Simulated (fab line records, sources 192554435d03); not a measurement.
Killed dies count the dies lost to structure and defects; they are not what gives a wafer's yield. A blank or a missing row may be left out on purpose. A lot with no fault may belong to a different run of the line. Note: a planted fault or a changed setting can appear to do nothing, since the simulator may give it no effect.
Split-lot experiment :: flow n5Finfet :: 39 wafers read across 7 lots, on a route 1938 steps long

## THE SPLIT ITSELF
At N5_MOL_CONTACT_COAG_ALD_133 (deposits SiO2, target thk 5 nm, pulse time 1 s, co reactant pulse time 1 s), the setting aldCycles was moved away from the recipe's 35 on 12 of the 39 wafers read, by -5.7% to +17.1%. All remaining wafers had this setting at the recipe value.

The reading is taken at the split's own step.

## THE READING
SiO2_of_MOL_CONTACT_COAG_ALD_133.thkNm (the simulator's own value, which no gauge read), in nm, at N5_MOL_CONTACT_COAG_ALD_133 (deposits SiO2, target thk 5 nm, pulse time 1 s, co reactant pulse time 1 s). The file does not state a usual value for it.

wafer: L074.1
tool, chamber at the split: aldSin-01, 0,2,0
aldCycles as run: 35
against the recipe: recipe
SiO2_of_MOL_CONTACT_COAG_ALD_133.thkNm, nm: 5
against lot-mates on the recipe: -

wafer: L074.4
tool, chamber at the split: aldSin-01, 0,2,0
aldCycles as run: 35
against the recipe: recipe
SiO2_of_MOL_CONTACT_COAG_ALD_133.thkNm, nm: 5
against lot-mates on the recipe: -

wafer: L074.5
tool, chamber at the split: aldSin-01, 0,2,0
aldCycles as run: 35
against the recipe: recipe
SiO2_of_MOL_CONTACT_COAG_ALD_133.thkNm, nm: 5
against lot-mates on the recipe: -

wafer: L074.2
tool, chamber at the split: aldSin-01, 3,1,1
aldCycles as run: 33
against the recipe: -5.7%
SiO2_of_MOL_CONTACT_COAG_ALD_133.thkNm, nm: 4.8
against lot-mates on the recipe: -0.2

wafer: L074.3
tool, chamber at the split: aldSin-01, 3,1,1
aldCycles as run: 33
against the recipe: -5.7%
SiO2_of_MOL_CONTACT_COAG_ALD_133.thkNm, nm: 4.8
against lot-mates on the recipe: -0.2

wafer: L074.6
tool, chamber at the split: aldSin-01, 3,1,1
aldCycles as run: 33
against the recipe: -5.7%
SiO2_of_MOL_CONTACT_COAG_ALD_133.thkNm, nm: 4.8
against lot-mates on the recipe: -0.2

wafer: L077.1
tool, chamber at the split: aldSin-01, 3,1,0
aldCycles as run: 35
against the recipe: recipe
SiO2_of_MOL_CONTACT_COAG_ALD_133.thkNm, nm: 5
against lot-mates on the recipe: -

wafer: L077.3
tool, chamber at the split: aldSin-01, 3,1,0
aldCycles as run: 35
against the recipe: recipe
SiO2_of_MOL_CONTACT_COAG_ALD_133.thkNm, nm: 5
against lot-mates on the recipe: -

wafer: L077.4
tool, chamber at the split: aldSin-01, 3,1,0
aldCycles as run: 35
against the recipe: recipe
SiO2_of_MOL_CONTACT_COAG_ALD_133.thkNm, nm: 5
against lot-mates on the recipe: -

wafer: L077.2
tool, chamber at the split: aldSin-01, 2,1,0
aldCycles as run: 41
against the recipe: +17.1%
SiO2_of_MOL_CONTACT_COAG_ALD_133.thkNm, nm: 5.8
against lot-mates on the recipe: +0.8

wafer: L077.5
tool, chamber at the split: aldSin-01, 2,1,0
aldCycles as run: 41
against the recipe: +17.1%
SiO2_of_MOL_CONTACT_COAG_ALD_133.thkNm, nm: 5.8
against lot-mates on the recipe: +0.8

wafer: L077.6
tool, chamber at the split: aldSin-01, 2,1,0
aldCycles as run: 41
against the recipe: +17.1%
SiO2_of_MOL_CONTACT_COAG_ALD_133.thkNm, nm: 5.8
against lot-mates on the recipe: +0.8

wafer: L079.3
tool, chamber at the split: aldSin-04, 2,1,3
aldCycles as run: 35
against the recipe: recipe
SiO2_of_MOL_CONTACT_COAG_ALD_133.thkNm, nm: 5
against lot-mates on the recipe: -

wafer: L079.4
tool, chamber at the split: aldSin-04, 2,1,3
aldCycles as run: 35
against the recipe: recipe
SiO2_of_MOL_CONTACT_COAG_ALD_133.thkNm, nm: 5
against lot-mates on the recipe: -

wafer: L079.5
tool, chamber at the split: aldSin-04, 2,1,3
aldCycles as run: 35
against the recipe: recipe
SiO2_of_MOL_CONTACT_COAG_ALD_133.thkNm, nm: 5
against lot-mates on the recipe: -

wafer: L080.1
tool, chamber at the split: aldSin-01, 3,0,2
aldCycles as run: 35
against the recipe: recipe
SiO2_of_MOL_CONTACT_COAG_ALD_133.thkNm, nm: 5
against lot-mates on the recipe: -

wafer: L080.2
tool, chamber at the split: aldSin-01, 3,0,2
aldCycles as run: 35
against the recipe: recipe
SiO2_of_MOL_CONTACT_COAG_ALD_133.thkNm, nm: 5
against lot-mates on the recipe: -

wafer: L080.3
tool, chamber at the split: aldSin-01, 3,0,2
aldCycles as run: 35
against the recipe: recipe
SiO2_of_MOL_CONTACT_COAG_ALD_133.thkNm, nm: 5
against lot-mates on the recipe: -

wafer: L080.4
tool, chamber at the split: aldSin-01, 3,2,0
aldCycles as run: 39
against the recipe: +11.4%
SiO2_of_MOL_CONTACT_COAG_ALD_133.thkNm, nm: 5.6
against lot-mates on the recipe: +0.6

wafer: L080.5
tool, chamber at the split: aldSin-01, 3,2,0
aldCycles as run: 39
against the recipe: +11.4%
SiO2_of_MOL_CONTACT_COAG_ALD_133.thkNm, nm: 5.6
against lot-mates on the recipe: +0.6

wafer: L080.6
tool, chamber at the split: aldSin-01, 3,2,0
aldCycles as run: 39
against the recipe: +11.4%
SiO2_of_MOL_CONTACT_COAG_ALD_133.thkNm, nm: 5.6
against lot-mates on the recipe: +0.6

wafer: L086.1
tool, chamber at the split: aldSin-04, 1,0,1
aldCycles as run: 33
against the recipe: -5.7%
SiO2_of_MOL_CONTACT_COAG_ALD_133.thkNm, nm: 4.8
against lot-mates on the recipe: -0.2

wafer: L086.4
tool, chamber at the split: aldSin-04, 1,0,1
aldCycles as run: 33
against the recipe: -5.7%
SiO2_of_MOL_CONTACT_COAG_ALD_133.thkNm, nm: 4.8
against lot-mates on the recipe: -0.2

wafer: L086.6
tool, chamber at the split: aldSin-04, 1,0,1
aldCycles as run: 33
against the recipe: -5.7%
SiO2_of_MOL_CONTACT_COAG_ALD_133.thkNm, nm: 4.8
against lot-mates on the recipe: -0.2

wafer: L086.2
tool, chamber at the split: aldSin-04, 2,3,0
aldCycles as run: 35
against the recipe: recipe
SiO2_of_MOL_CONTACT_COAG_ALD_133.thkNm, nm: 5
against lot-mates on the recipe: -

wafer: L086.3
tool, chamber at the split: aldSin-04, 2,3,0
aldCycles as run: 35
against the recipe: recipe
SiO2_of_MOL_CONTACT_COAG_ALD_133.thkNm, nm: 5
against lot-mates on the recipe: -

wafer: L086.5
tool, chamber at the split: aldSin-04, 2,3,0
aldCycles as run: 35
against the recipe: recipe
SiO2_of_MOL_CONTACT_COAG_ALD_133.thkNm, nm: 5
against lot-mates on the recipe: -

wafer: L094.1
tool, chamber at the split: aldSin-03, 3,0,2,1,0,1
aldCycles as run: 35
against the recipe: recipe
SiO2_of_MOL_CONTACT_COAG_ALD_133.thkNm, nm: 5
against lot-mates on the recipe: -

wafer: L094.2
tool, chamber at the split: aldSin-03, 3,0,2,1,0,1
aldCycles as run: 35
against the recipe: recipe
SiO2_of_MOL_CONTACT_COAG_ALD_133.thkNm, nm: 5
against lot-mates on the recipe: -

wafer: L094.3
tool, chamber at the split: aldSin-03, 3,0,2,1,0,1
aldCycles as run: 35
against the recipe: recipe
SiO2_of_MOL_CONTACT_COAG_ALD_133.thkNm, nm: 5
against lot-mates on the recipe: -

wafer: L094.4
tool, chamber at the split: aldSin-03, 3,0,2,1,0,1
aldCycles as run: 35
against the recipe: recipe
SiO2_of_MOL_CONTACT_COAG_ALD_133.thkNm, nm: 5
against lot-mates on the recipe: -

wafer: L094.5
tool, chamber at the split: aldSin-03, 3,0,2,1,0,1
aldCycles as run: 35
against the recipe: recipe
SiO2_of_MOL_CONTACT_COAG_ALD_133.thkNm, nm: 5
against lot-mates on the recipe: -

wafer: L094.6
tool, chamber at the split: aldSin-03, 3,0,2,1,0,1
aldCycles as run: 35
against the recipe: recipe
SiO2_of_MOL_CONTACT_COAG_ALD_133.thkNm, nm: 5
against lot-mates on the recipe: -

wafer: L096.1
tool, chamber at the split: aldSin-03, 2,1,0,3,2,1
aldCycles as run: 35
against the recipe: recipe
SiO2_of_MOL_CONTACT_COAG_ALD_133.thkNm, nm: 5
against lot-mates on the recipe: -

wafer: L096.2
tool, chamber at the split: aldSin-03, 2,1,0,3,2,1
aldCycles as run: 35
against the recipe: recipe
SiO2_of_MOL_CONTACT_COAG_ALD_133.thkNm, nm: 5
against lot-mates on the recipe: -

wafer: L096.3
tool, chamber at the split: aldSin-03, 2,1,0,3,2,1
aldCycles as run: 35
against the recipe: recipe
SiO2_of_MOL_CONTACT_COAG_ALD_133.thkNm, nm: 5
against lot-mates on the recipe: -

wafer: L096.4
tool, chamber at the split: aldSin-03, 2,1,0,3,2,1
aldCycles as run: 35
against the recipe: recipe
SiO2_of_MOL_CONTACT_COAG_ALD_133.thkNm, nm: 5
against lot-mates on the recipe: -

wafer: L096.5
tool, chamber at the split: aldSin-03, 2,1,0,3,2,1
aldCycles as run: 35
against the recipe: recipe
SiO2_of_MOL_CONTACT_COAG_ALD_133.thkNm, nm: 5
against lot-mates on the recipe: -

wafer: L096.6
tool, chamber at the split: aldSin-03, 2,1,0,3,2,1
aldCycles as run: 35
against the recipe: recipe
SiO2_of_MOL_CONTACT_COAG_ALD_133.thkNm, nm: 5
against lot-mates on the recipe: -
When a row names more than one chamber, that row covers several wafers, and the file does not tell which wafer ran in which chamber.

THE FIT
A straight line over all 39 wafers: SiO2_of_MOL_CONTACT_COAG_ALD_133.thkNm changes by +0.0461 nm for each +1% of aldCycles; r = +0.99; the points scatter about the line by 0.029 nm.
The same after taking each lot's own level away (the mean of its wafers on the recipe; 39 wafers): +0.0461 nm for each +1%; r = +0.99; scatter 0.029 nm.
According to that fit, moving aldCycles by its largest amount changes the reading by 0.79 nm.
The lots' own levels span 5.00 to 5.00 nm.
The two slopes agree, so the slope changes little with the lot-to-lot level.
Check: +0.808 nm against its lot-mates is what the line predicts for one of the wafers moved furthest among these (+17.1%) when that wafer is left out of the fit. It came out at +0.8 nm against them.

## FURTHER SPLITS ON THESE WAFERS
Note: prior to the reading, these wafers also went through further splits. Each is held against what the fit with the lots' levels taken away leaves over:
other split on the same wafers: N5_FIN_CUT_ETCH_21 biasW
wafers away from the commonest value: 12
r with SiO2_of_MOL_CONTACT_COAG_ALD_133.thkNm (lot level and that fit taken away): +0.31

other split on the same wafers: N5_DUMMY_GATE_ETCH_37 sourceW
wafers away from the commonest value: 9
r with SiO2_of_MOL_CONTACT_COAG_ALD_133.thkNm (lot level and that fit taken away): +0.10

other split on the same wafers: N5_DUMMY_GATE_ETCH_32 timeS
wafers away from the commonest value: 18
r with SiO2_of_MOL_CONTACT_COAG_ALD_133.thkNm (lot level and that fit taken away): +0.08

other split on the same wafers: N5_SD_EPI_P_EPI_21 tempC
wafers away from the commonest value: 15
r with SiO2_of_MOL_CONTACT_COAG_ALD_133.thkNm (lot level and that fit taken away): +0.17

## FILE'S OWN FIT
SiO2_of_MOL_CONTACT_COAG_ALD_133.thkNm changes by +0.0467 nm for each +1% of aldCycles, r = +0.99.
